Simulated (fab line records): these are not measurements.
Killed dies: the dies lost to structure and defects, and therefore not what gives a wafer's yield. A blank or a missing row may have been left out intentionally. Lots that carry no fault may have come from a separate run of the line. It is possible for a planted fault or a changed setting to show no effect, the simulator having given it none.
Chamber matching -- flow n5_finfet -- N5_HKMG_FIN_STRIP_93 on rie_diel-01: 4 sister chambers
The step strips SOC in N2/H2, time 20 s. 14 wafers are shown with their chamber, then 7 later ones without.

## WAFERS PAIRED WITH THEIR CHAMBERS
wafer,chamber,showerhead_plenum_p_Torr (Torr),drypump_motor_current_A (A),oes_product_au (a.u.)
L084.1,1,3.30,4.9,0.98
L084.3,3,3.44,5.8,0.94
L084.6,3,3.44,5.8,0.95
L086.2,2,3.35,5.5,0.74
L086.5,3,3.44,5.8,0.93
L086.6,2,3.35,5.5,0.75
L085.3,3,3.44,5.8,0.92
L085.4,1,3.30,4.9,0.94
L085.5,2,3.35,5.5,0.73
L087.3,0,3.45,5.4,1.02
L087.5,2,3.35,5.5,0.74
L087.6,1,3.30,4.8,0.95
L091.1,3,3.43,5.8,0.91
L091.5,2,3.34,5.5,0.72

SIGNATURES (averages over the wafers above)
reading,chamber 0,chamber 1,chamber 2,chamber 3,scatter within a chamber
showerhead_plenum_p_Torr,3.4500,3.3000,3.3480,3.4380,0.004
drypump_motor_current_A,5.400,4.867,5.500,5.800,0.0258
oes_product_au,1.0200,0.9567,0.7360,0.9300,0.0154
Rule: for a wafer and a chamber, the distance is found by dividing, reading by reading, the gap between the wafer's reading and the chamber's mean by the reading's scatter, squaring, summing and taking the root. If the next closest chamber is less than 2 further off than the closest, the wafer can't be placed; otherwise it belongs to the closest. The scatter: the root of (the sum of the squares of (reading less its chamber's mean) over the shown wafers, divided by (wafers less chambers)).

## WAFERS WHOSE CHAMBER IS MISSING
wafer,showerhead_plenum_p_Torr (Torr),drypump_motor_current_A (A),oes_product_au (a.u.)
L091.6,3.29,4.8,0.91
L092.1,3.34,5.5,0.72
L092.2,3.29,4.9,0.91
L092.3,3.45,5.3,0.95
L094.2,3.43,5.8,0.90
L094.4,3.45,5.4,0.94
L094.6,3.34,5.5,0.72

## THE CHAMBER EACH PASSED THROUGH
wafer,from the rows above,in truth
L091.6,1,1
L092.1,2,2
L092.2,1,1
L092.3,0,0
L094.2,3,3
L094.4,0,0
L094.6,2,2
Correctly placed: 7 of 7. From these rows, 0 cannot be placed. 0 placed wrongly.
